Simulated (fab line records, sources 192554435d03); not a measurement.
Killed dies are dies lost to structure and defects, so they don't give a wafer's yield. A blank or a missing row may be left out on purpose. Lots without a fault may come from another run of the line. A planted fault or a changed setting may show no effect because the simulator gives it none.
Split-lot experiment | flow n5_finfet | 7 lots, 21 wafers read, on a route of 1938 steps

THE SPLIT
At N5_BEOL_M5_TRENCH_ETCH_37 (etches SiCOH lowk in C4F6/O2, target depth 71.652 nm, time 24.7 s), the setting time_s was moved away from the recipe's 24.7 s on 5 of the 21 wafers read, by -20.9% to +21.5%. The other wafers ran this setting at the recipe's value.

FROM THE SPLIT TO THE READING: what the file shows between them, 13 steps
- N5_BEOL_M5_ETCH_41: etches SiCN in CH3F/O2, target depth 31.5 nm, time 56.7 s
- N5_BEOL_M5_STRIP_91: strips in N2/H2, time 10 s
- N5_BEOL_M5_OCD_MEAS_38
- N5_BEOL_M5_HM_STRIP_39: strips TiN in peroxide tin strip, target depth 25 nm, time 158 s
- N5_BEOL_M5_SRD_40: time 30 s
- N5_BEOL_M5_ECD_50: material Cu, target thk 300 nm
- N5_BEOL_M5_ANNEAL_51: time 90 s
- N5_BEOL_M5_CMP_52: polishes, stops on SiCOH lowk, t overpolish 6.9 s, target thk 62 nm
- N5_BEOL_M5_THK_MEAS_53: measures by xrf
- N5_BEOL_M5_PRE_CLEAN_77: time 15 s
- N5_BEOL_M5_CO_CAP_78: material Co, precursor CCTBA/H2, target thk 2 nm, time 102.1 s
- N5_BEOL_M5_PRE_CLEAN_55: time 15 s
- N5_BEOL_M5_DEP_56: deposits SiCN from 3MS/NH3, target thk 8 nm, time 14 s

THE READING
M5_RS, in ohm/sq, at N5_BEOL_M5_RS_MEAS_57 (measures by four-point-probe). Fault-free wafers of this fab line usually give 0.386 ohm/sq, standard deviation 0.013 ohm/sq.

wafer  | tool, chamber at the split | time_s as run, s | against the recipe | M5_RS, ohm/sq | against lot-mates on the recipe
L076.1 | rie_diel-05, 1             | 24.7             | recipe             | 0.395         | -
L076.5 | rie_diel-05, 0             | 22.33            | -9.6%              | 0.448         | +0.050
L076.6 | rie_diel-05, 1             | 24.7             | recipe             | 0.401         | -
L077.2 | rie_diel-01, 2             | 24.7             | recipe             | 0.384         | -
L077.4 | rie_diel-01, 2             | 24.7             | recipe             | 0.375         | -
L077.6 | rie_diel-01, 3             | 30               | +21.5%             | 0.296         | -0.084
L079.2 | rie_diel-01, 1             | 24.7             | recipe             | 0.387         | -
L079.3 | rie_diel-01, 3             | 29.4             | +19.0%             | 0.315         | -0.075
L079.4 | rie_diel-01, 3             | 24.7             | recipe             | 0.392         | -
L085.2 | rie_diel-01, 1             | 19.55            | -20.9%             | 0.558         | +0.154
L085.3 | rie_diel-01, 3             | 19.55            | -20.9%             | 0.584         | +0.180
L085.4 | rie_diel-01, 3             | 24.7             | recipe             | 0.404         | -
L088.2 | rie_diel-01, 2             | 24.7             | recipe             | 0.403         | -
L088.5 | rie_diel-01, 1             | 24.7             | recipe             | 0.403         | -
L088.6 | rie_diel-01, 0             | 24.7             | recipe             | 0.389         | -
L086.2 | rie_diel-05, 3             | 24.7             | recipe             | 0.390         | -
L086.4 | rie_diel-05, 1             | 24.7             | recipe             | 0.391         | -
L086.6 | rie_diel-05, 1             | 24.7             | recipe             | 0.386         | -
L096.1 | rie_diel-05, 3             | 24.7             | recipe             | 0.393         | -
L096.2 | rie_diel-05, 1             | 24.7             | recipe             | 0.407         | -
L096.4 | rie_diel-05, 2             | 24.7             | recipe             | 0.382         | -

THE FIT
A straight line over all 21 wafers: M5_RS changes by -0.00641 ohm/sq for each +1% of time_s; r = -0.95; the points scatter about the line by 0.02 ohm/sq.
The same after taking each lot's own level away (the mean of its wafers on the recipe; 21 wafers): -0.00592 ohm/sq for each +1%; r = -0.95; scatter 0.019 ohm/sq.
On that fit, the largest move of time_s shifts the reading by 0.13 ohm/sq.
The lots' own levels span 0.3795 to 0.4040 ohm/sq, that is 1.9 times the standard deviation above.
So the lot-to-lot level changes the slope little: the two slopes agree.
Check: with one of the wafers moved furthest among these (+21.5%) left out of the fit, the line predicts -0.136 ohm/sq for it against its lot-mates. It came out at -0.0835 ohm/sq against them.

OTHER SPLITS ON THESE WAFERS
These wafers also went through other splits before the reading. Each is held against what the fit with the lots' levels taken away leaves over:
other split on the same wafers | wafers away from the commonest value | r with M5_RS (lot level and that fit taken away)
N5_BEOL_M4_EXPOSE_25 dose_mj   | 7                                    | +0.19
N5_BEOL_M5_ILD_DEP_00 time_s   | 5                                    | -0.04
N5_BEOL_M5_COAT_05 spin_rpm    | 7                                    | -0.34
N5_BEOL_M5_ETCH_68 bias_w      | 8                                    | -0.24

THE WHOLE CHAIN: every reading that the file lists as answering this split, in the file's order
step                      | what it does                                                        | reading                                                                      | change (the file's fit)               | r (the file's)
N5_BEOL_M5_TRENCH_ETCH_37 | etches SiCOH lowk in C4F6/O2, target depth 71.652 nm, time 24.7 s   | etch.depth_nm (the simulator's own value, which no gauge read)               | +0.695 nm for each +1% of the setting | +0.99
N5_BEOL_M5_TRENCH_ETCH_37 | etches SiCOH lowk in C4F6/O2, target depth 71.652 nm, time 24.7 s   | BEOL_M5.feature_depth_nm (the simulator's own value, which no gauge read)    | +0.697 nm for each +1% of the setting | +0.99
N5_BEOL_M5_OCD_MEAS_38    |                                                                     | trench_depth_nm                                                              | +0.705 nm for each +1% of the setting | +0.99
N5_BEOL_M5_CMP_52         | polishes, stops on SiCOH lowk, t overpolish 6.9 s, target thk 62 nm | Cu_of_BEOL_M5_ECD_50.thk_nm (the simulator's own value, which no gauge read) | +0.666 nm for each +1% of the setting | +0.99
N5_BEOL_M5_THK_MEAS_53    | measures by xrf                                                     | M5_THK                                                                       | +0.654 for each +1% of the setting    | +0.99
N5_BEOL_M5_RS_MEAS_57     | measures by four-point-probe                                        | M5_RS                                                                        | -0.00531 for each +1% of the setting  | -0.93

THE FILE'S OWN FIT
M5_RS changes by -0.00531 ohm/sq for each +1% of time_s, r = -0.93.
